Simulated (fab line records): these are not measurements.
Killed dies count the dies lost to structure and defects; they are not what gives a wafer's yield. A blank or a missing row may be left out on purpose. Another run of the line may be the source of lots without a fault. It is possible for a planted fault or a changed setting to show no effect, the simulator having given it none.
Which tool did it? :: flow n5 finfet :: 24 wafers from 9 lots sampled at 5 of the route's 1938 steps

WHAT THE GAUGES SHOWED, per wafer
N5_BEOL_M1_CD_MEAS_28: target cd y 23.3 nm. Usual: 24.00 nm for cd nm, sd 0.25.
lot: L134
measured: day 6 19:08
on: cd sem-03
cd nm (nm): 23.91 24.35 24.09
flag: 

lot: L132
measured: day 6 20:17
on: cd sem-01
cd nm (nm): 23.37 23.99 23.41
flag: 

lot: L140
measured: day 8 03:24
on: cd sem-01
cd nm (nm): 23.62 23.83
flag: 

lot: L141
measured: day 8 13:04
on: cd sem-01
cd nm (nm): 23.94 23.96
flag: 

lot: L144
measured: day 9 05:52
on: cd sem-03
cd nm (nm): 24.03 23.88
flag: 

lot: L151
measured: day 10 23:19
on: cd sem-03
cd nm (nm): 24.04 23.87 23.89
flag: 

lot: L152
measured: day 11 08:31
on: cd sem-03
cd nm (nm): 23.83 23.89 24.03
flag: 

lot: L153
measured: day 11 11:52
on: cd sem-03
cd nm (nm): 24.02 24.30 23.77
flag: 

lot: L155
measured: day 11 21:30
on: cd sem-03
cd nm (nm): 23.61 23.85 23.80
flag: 

N5_BEOL_M4_RC_MEAS_101. Usual: DIBL_N 36.4 mV/V, standard deviation 1.9; DIBL_P 35.8 mV/V, standard deviation 2.1; IOFF_N 0.158 nA/um, standard deviation 0.029; IOFF_P 0.21 nA/um, standard deviation 0.035; ION_N 676 uA/um, standard deviation 14; ION_P 465 uA/um, standard deviation 9.7; SS_N 71.5 mV/dec, standard deviation 0.66; SS_P 73.4 mV/dec, standard deviation 0.7; VT_N 249.8 mV, standard deviation 3; VT_P -250 mV, standard deviation 3.3.
lot: L134
measured: day 9 10:26
on: prober-02
DIBL_N (mV/V): 38.1 37.7 35.1
DIBL_P (mV/V): 37.1 36.5 33.8
IOFF_N (nA/um): 0.194 0.180 0.139
IOFF_P (nA/um): 0.26 0.25 0.21
ION_N (uA/um): 698 703 691
ION_P (uA/um): 479 489 482
SS_N (mV/dec): 71.5 71.7 70.8
SS_P (mV/dec): 73.5 73.9 72.7
VT_N (mV): 243.8 246.4 249.2
VT_P (mV): -245 -247 -247
flag: 

lot: L132
measured: day 9 10:20
on: prober-01
DIBL_N (mV/V): 38.5 37.8 37.9
DIBL_P (mV/V): 39.9 36.8 37.4
IOFF_N (nA/um): 0.219 0.196 0.190
IOFF_P (nA/um): 0.27 0.21 0.21
ION_N (uA/um): 677 677 665
ION_P (uA/um): 463 455 452
SS_N (mV/dec): 71.9 72.8 72.8
SS_P (mV/dec): 75.0 73.8 74.1
VT_N (mV): 242.7 249.7 250.0
VT_P (mV): -249 -251 -253
flag: 

lot: L140
measured: day 11 02:13
on: prober-02
DIBL_N (mV/V): 36.7 37.8
DIBL_P (mV/V): 36.4 36.6
IOFF_N (nA/um): 0.161 0.167
IOFF_P (nA/um): 0.22 0.23
ION_N (uA/um): 684 667
ION_P (uA/um): 468 461
SS_N (mV/dec): 72.4 72.5
SS_P (mV/dec): 73.9 73.8
VT_N (mV): 250.9 252.5
VT_P (mV): -247 -246
flag: 

lot: L141
measured: day 11 04:08
on: prober-01
DIBL_N (mV/V): 38.3 34.2
DIBL_P (mV/V): 38.8 35.3
IOFF_N (nA/um): 0.204 0.135
IOFF_P (nA/um): 0.30 0.23
ION_N (uA/um): 678 686
ION_P (uA/um): 472 482
SS_N (mV/dec): 72.6 71.4
SS_P (mV/dec): 74.8 73.7
VT_N (mV): 246.1 250.5
VT_P (mV): -246 -246
flag: 

lot: L144
measured: day 12 12:55
on: prober-02
DIBL_N (mV/V): 38.2 33.7
DIBL_P (mV/V): 38.0 33.5
IOFF_N (nA/um): 0.187 0.113
IOFF_P (nA/um): 0.21 0.15
ION_N (uA/um): 678 663
ION_P (uA/um): 465 456
SS_N (mV/dec): 72.9 70.5
SS_P (mV/dec): 73.3 71.4
VT_N (mV): 248.1 253.5
VT_P (mV): -250 -253
flag: 

lot: L151
measured: day 14 12:35
on: prober-02
DIBL_N (mV/V): 37.4 34.5 38.1
DIBL_P (mV/V): 37.4 32.9 38.2
IOFF_N (nA/um): 0.166 0.117 0.185
IOFF_P (nA/um): 0.20 0.15 0.22
ION_N (uA/um): 686 664 688
ION_P (uA/um): 465 452 465
SS_N (mV/dec): 72.2 71.0 71.3
SS_P (mV/dec): 73.7 72.8 73.6
VT_N (mV): 249.1 253.6 248.7
VT_P (mV): -254 -256 -253
flag: 

lot: L152
measured: day 14 17:25
on: prober-02
DIBL_N (mV/V): 38.4 35.8 39.0
DIBL_P (mV/V): 37.8 33.4 37.1
IOFF_N (nA/um): 0.196 0.134 0.208
IOFF_P (nA/um): 0.23 0.17 0.23
ION_N (uA/um): 676 666 665
ION_P (uA/um): 461 454 457
SS_N (mV/dec): 72.1 70.3 72.7
SS_P (mV/dec): 73.7 72.7 73.9
VT_N (mV): 247.2 250.9 247.2
VT_P (mV): -247 -251 -250
flag: 

lot: L153
measured: day 14 17:02
on: prober-01
DIBL_N (mV/V): 36.4 37.4 35.7
DIBL_P (mV/V): 37.0 37.0 35.5
IOFF_N (nA/um): 0.159 0.168 0.139
IOFF_P (nA/um): 0.23 0.22 0.21
ION_N (uA/um): 691 676 679
ION_P (uA/um): 473 466 472
SS_N (mV/dec): 70.7 71.6 71.5
SS_P (mV/dec): 73.3 73.9 73.3
VT_N (mV): 250.1 248.1 253.4
VT_P (mV): -250 -250 -250
flag: 

lot: L155
measured: day 15 10:07
on: prober-01
DIBL_N (mV/V): 33.6 31.6 30.2
DIBL_P (mV/V): 33.7 31.8 30.0
IOFF_N (nA/um): 0.126 0.110 0.091
IOFF_P (nA/um): 0.18 0.16 0.14
ION_N (uA/um): 668 667 652
ION_P (uA/um): 463 462 455
SS_N (mV/dec): 72.0 70.6 70.8
SS_P (mV/dec): 72.9 72.2 71.9
VT_N (mV): 252.8 253.3 257.4
VT_P (mV): -250 -254 -254
flag: 

TOOL THAT RAN EACH LOT (tool first, then ch and the chambers of the sampled wafers, then the start)
lot: L134
N5_BEOL_M1_STRIP_66: rie diel-02 ch 1,2,3, day 6 18:34
N5_BEOL_M1_ETCH_70: rie diel-01 ch 1,3, day 6 21:35
N5_BEOL_M1_TRENCH_ETCH_37: rie diel-01 ch 1,3, day 9 10:26 or earlier

lot: L132
N5_BEOL_M1_STRIP_66: rie diel-01 ch 1,2,3, day 6 19:37
N5_BEOL_M1_ETCH_70: rie diel-02 ch 1,2, day 6 22:52
N5_BEOL_M1_TRENCH_ETCH_37: rie diel-02 ch 1,2, day 9 10:20 or earlier

lot: L140
N5_BEOL_M1_STRIP_66: rie diel-01 ch 2,3, day 8 02:44
N5_BEOL_M1_ETCH_70: rie diel-02 ch 1,2, day 8 05:59
N5_BEOL_M1_TRENCH_ETCH_37: rie diel-02 ch 1,2, day 11 02:13 or earlier

lot: L141
N5_BEOL_M1_STRIP_66: rie diel-01 ch 2,3, day 8 12:04
N5_BEOL_M1_ETCH_70: rie diel-02 ch 0,3, day 8 20:44
N5_BEOL_M1_TRENCH_ETCH_37: rie diel-02 ch 0,3, day 11 04:08 or earlier

lot: L144
N5_BEOL_M1_STRIP_66: rie diel-01 ch 1,3, day 9 05:10
N5_BEOL_M1_ETCH_70: rie diel-02 ch 1,3, day 9 09:04
N5_BEOL_M1_TRENCH_ETCH_37: rie diel-02 ch 1,3, day 12 12:55 or earlier

lot: L151
N5_BEOL_M1_STRIP_66: rie diel-01 ch 0,1,3, day 10 22:44
N5_BEOL_M1_ETCH_70: rie diel-01 ch 0,1,2, day 11 16:04
N5_BEOL_M1_TRENCH_ETCH_37: rie diel-01 ch 0,1,2, day 14 12:35 or earlier

lot: L152
N5_BEOL_M1_STRIP_66: rie diel-01 ch 0,3, day 11 07:42
N5_BEOL_M1_ETCH_70: rie diel-01 ch 0,1, day 12 00:43
N5_BEOL_M1_TRENCH_ETCH_37: rie diel-01 ch 0,1, day 14 17:25 or earlier

lot: L153
N5_BEOL_M1_STRIP_66: rie diel-01 ch 0,1,2, day 11 11:08
N5_BEOL_M1_ETCH_70: rie diel-01 ch 1,2,3, day 11 19:09
N5_BEOL_M1_TRENCH_ETCH_37: rie diel-01 ch 1,2,3, day 14 17:02 or earlier

lot: L155
N5_BEOL_M1_STRIP_66: rie diel-02 ch 0,1,2, day 11 20:58
N5_BEOL_M1_ETCH_70: rie diel-02 ch 2,3, day 12 05:14
N5_BEOL_M1_TRENCH_ETCH_37: rie diel-02 ch 2,3, day 15 10:07 or earlier
- N5_BEOL_M1_STRIP_66: strips in CF4.
- N5_BEOL_M1_ETCH_70: etches SOC in N2/H2, target depth 80 nm, overetch 16 nm, time 120 s.
- N5_BEOL_M1_TRENCH_ETCH_37: etches SiOC in C4F6/O2, target depth 55.207 nm, time 29 s.

WHAT THE TOOLS THEMSELVES READ (means of the sampled wafers that have a number; where no wafer has one, the mark that the record gives instead)
N5_BEOL_M1_STRIP_66. Usual: drypump motor current A 5.9 A, standard deviation 0.45; oes product au 0.74 a.u., standard deviation 0.053; power w 299.9 W, standard deviation 0.85; rf vpp V 270.7 V, standard deviation 1.5; showerhead plenum p Torr 1.78 Torr, standard deviation 0.062; throttle valve pct 13.7 %, standard deviation 0.3.
lot: L134
tool: rie diel-02
drypump motor current A (A): 6.1
oes product au (a.u.): 0.76
power w (W): 300.2
rf vpp V (V): 270.9
showerhead plenum p Torr (Torr): 1.75
throttle valve pct (%): 13.7
flag: 

lot: L132
tool: rie diel-01
drypump motor current A (A): 5.7
oes product au (a.u.): 0.73
power w (W): 300.5
rf vpp V (V): 270.8
showerhead plenum p Torr (Torr): 1.79
throttle valve pct (%): 13.8
flag: 

lot: L140
tool: rie diel-01
drypump motor current A (A): 5.8
oes product au (a.u.): 0.73
power w (W): 298.9
rf vpp V (V): 271.6
showerhead plenum p Torr (Torr): 1.79
throttle valve pct (%): 13.6
flag: 

lot: L141
tool: rie diel-01
drypump motor current A (A): 5.8
oes product au (a.u.): 0.73
power w (W): 299.2
rf vpp V (V): 270.4
showerhead plenum p Torr (Torr): 1.79
throttle valve pct (%): 13.6
flag: 

lot: L144
tool: rie diel-01
drypump motor current A (A): 5.9
oes product au (a.u.): 0.69
power w (W): 300.4
rf vpp V (V): 270.7
showerhead plenum p Torr (Torr): 1.77
throttle valve pct (%): 13.9
flag: 

lot: L151
tool: rie diel-01
drypump motor current A (A): 5.9
oes product au (a.u.): 0.69
power w (W): 299.9
rf vpp V (V): 270.7
showerhead plenum p Torr (Torr): 1.78
throttle valve pct (%): 14.0
flag: 

lot: L152
tool: rie diel-01
drypump motor current A (A): 6.0
oes product au (a.u.): 0.70
power w (W): 299.8
rf vpp V (V): 271.0
showerhead plenum p Torr (Torr): 1.79
throttle valve pct (%): 14.0
flag: 

lot: L153
tool: rie diel-01
drypump motor current A (A): 5.6
oes product au (a.u.): 0.71
power w (W): 299.4
rf vpp V (V): 270.2
showerhead plenum p Torr (Torr): 1.79
throttle valve pct (%): 14.0
flag: 

lot: L155
tool: rie diel-02
drypump motor current A (A): 6.3
oes product au (a.u.): 0.80
power w (W): 300.3
rf vpp V (V): 271.1
showerhead plenum p Torr (Torr): 1.80
throttle valve pct (%): 13.4
flag: 

N5_BEOL_M1_ETCH_70. Usual: drypump motor current A 6.0 A (standard deviation 0.45); n2 flow sccm 200.0 sccm (standard deviation 0.58); oes product au 0.58 a.u. (standard deviation 0.051); rf vpp V 522.9 V (standard deviation 2.9); run length s 143.3 s (standard deviation 0.56); showerhead plenum p Torr 2.51 Torr (standard deviation 0.1); throttle valve pct 17.96 % (standard deviation 0.28).
lot: L134
tool: rie diel-01
drypump motor current A (A): 5.8
n2 flow sccm (sccm): 199.9
oes product au (a.u.): 0.54
rf vpp V (V): 523.7
run length s (s): 143.6
showerhead plenum p Torr (Torr): 2.52
throttle valve pct (%): 18.18
flag: 

lot: L132
tool: rie diel-02
drypump motor current A (A): 6.3
n2 flow sccm (sccm): 200.0
oes product au (a.u.): 0.60
rf vpp V (V): 521.3
run length s (s): 143.1
showerhead plenum p Torr (Torr): 2.46
throttle valve pct (%): 17.81
flag: 

lot: L140
tool: rie diel-02
drypump motor current A (A): 6.1
n2 flow sccm (sccm): 199.8
oes product au (a.u.): 0.54
rf vpp V (V): 522.6
run length s (s): 173.5
showerhead plenum p Torr (Torr): 2.50
throttle valve pct (%): 17.80
flag: OFF

lot: L141
tool: rie diel-02
drypump motor current A (A): 6.5
n2 flow sccm (sccm): 199.4
oes product au (a.u.): 0.57
rf vpp V (V): 524.8
run length s (s): 173.1
showerhead plenum p Torr (Torr): 2.56
throttle valve pct (%): 17.79
flag: OFF

lot: L144
tool: rie diel-02
drypump motor current A (A): 5.8
n2 flow sccm (sccm): 199.7
oes product au (a.u.): 0.54
rf vpp V (V): 525.2
run length s (s): 157.8
showerhead plenum p Torr (Torr): 2.54
throttle valve pct (%): 18.04
flag: OFF

lot: L151
tool: rie diel-01
drypump motor current A (A): 5.6
n2 flow sccm (sccm): 199.9
oes product au (a.u.): 0.55
rf vpp V (V): 523.1
run length s (s): 143.2
showerhead plenum p Torr (Torr): 2.53
throttle valve pct (%): 18.15
flag: 

lot: L152
tool: rie diel-01
drypump motor current A (A): 5.8
n2 flow sccm (sccm): 199.7
oes product au (a.u.): 0.54
rf vpp V (V): 523.6
run length s (s): 143.5
showerhead plenum p Torr (Torr): 2.51
throttle valve pct (%): 18.27
flag: 

lot: L153
tool: rie diel-01
drypump motor current A (A): 5.7
n2 flow sccm (sccm): 199.7
oes product au (a.u.): 0.54
rf vpp V (V): 522.3
run length s (s): 143.4
showerhead plenum p Torr (Torr): 2.53
throttle valve pct (%): 18.07
flag: 

lot: L155
tool: rie diel-02
drypump motor current A (A): 6.5
n2 flow sccm (sccm): 200.2
oes product au (a.u.): 0.57
rf vpp V (V): 519.7
run length s (s): 143.1
showerhead plenum p Torr (Torr): 2.37
throttle valve pct (%): 18.07
flag: 

N5_BEOL_M1_TRENCH_ETCH_37. Usual: drypump motor current A 6.0 A, standard deviation 0.45; oes product au 0.74 a.u., standard deviation 0.068; rf vpp V 667 V, standard deviation 7.8; run length s 52.2 s, standard deviation 0.55; showerhead plenum p Torr 2.81 Torr, standard deviation 0.11; throttle valve pct 20.97 %, standard deviation 0.24.
lot: L134
tool: rie diel-01
drypump motor current A (A): 5.8
oes product au (a.u.): 0.70
rf vpp V (V): 667
run length s (s): 52.7
showerhead plenum p Torr (Torr): 2.82
throttle valve pct (%): 21.20
flag: 

lot: L132
tool: rie diel-02
drypump motor current A (A): 6.2
oes product au (a.u.): 0.78
rf vpp V (V): 666
run length s (s): 52.4
showerhead plenum p Torr (Torr): 2.76
throttle valve pct (%): 20.90
flag: 

lot: L140
tool: rie diel-02
drypump motor current A (A): 6.0
oes product au (a.u.): 0.77
rf vpp V (V): 668
run length s (s): 52.4
showerhead plenum p Torr (Torr): 2.81
throttle valve pct (%): 20.88
flag: 

lot: L141
tool: rie diel-02
drypump motor current A (A): 6.5
oes product au (a.u.): 0.82
rf vpp V (V): 662
run length s (s): 51.8
showerhead plenum p Torr (Torr): 2.88
throttle valve pct (%): 20.86
flag: 

lot: L144
tool: rie diel-02
drypump motor current A (A): 5.9
oes product au (a.u.): 0.73
rf vpp V (V): 667
run length s (s): 52.2
showerhead plenum p Torr (Torr): 2.84
throttle valve pct (%): 21.06
flag: 

lot: L151
tool: rie diel-01
drypump motor current A (A): 5.6
oes product au (a.u.): 0.71
rf vpp V (V): 672
run length s (s): 52.0
showerhead plenum p Torr (Torr): 2.82
throttle valve pct (%): 21.15
flag: 

lot: L152
tool: rie diel-01
drypump motor current A (A): 5.8
oes product au (a.u.): 0.70
rf vpp V (V): 671
run length s (s): 52.4
showerhead plenum p Torr (Torr): 2.80
throttle valve pct (%): 21.27
flag: 

lot: L153
tool: rie diel-01
drypump motor current A (A): 5.7
oes product au (a.u.): 0.70
rf vpp V (V): 666
run length s (s): 52.2
showerhead plenum p Torr (Torr): 2.82
throttle valve pct (%): 21.08
flag: 

lot: L155
tool: rie diel-02
drypump motor current A (A): 6.5
oes product au (a.u.): 0.74
rf vpp V (V): 660
run length s (s): 52.1
showerhead plenum p Torr (Torr): 2.67
throttle valve pct (%): 21.09
flag: 

THE ANSWER, worked out from the rows above alone
Rule: take the mean of a lot's wafers that have a number; if it is more than 3 standard deviations from the usual mean, the lot is off. Also off: a lot with no number at a reading for which 4 or more lots have one. The other lots that the step has rows for count as sound. The gauges are gone through in route order, then the tools' own readings, and for those a lot's mean is taken as printed above. The first step at which some lot is off is used, and at that step the reading that is off furthest; a lot without a number counts as furthest.
Off: L140, L141, L144 (N5_BEOL_M1_ETCH_70, run length s).
A tool fits if, at that step or a process step before it, it ran every lot that is off, and no sound lot after the first of them. None of those tried fits.

WHAT HAD BEEN PUT IN BY THE SIMULATOR
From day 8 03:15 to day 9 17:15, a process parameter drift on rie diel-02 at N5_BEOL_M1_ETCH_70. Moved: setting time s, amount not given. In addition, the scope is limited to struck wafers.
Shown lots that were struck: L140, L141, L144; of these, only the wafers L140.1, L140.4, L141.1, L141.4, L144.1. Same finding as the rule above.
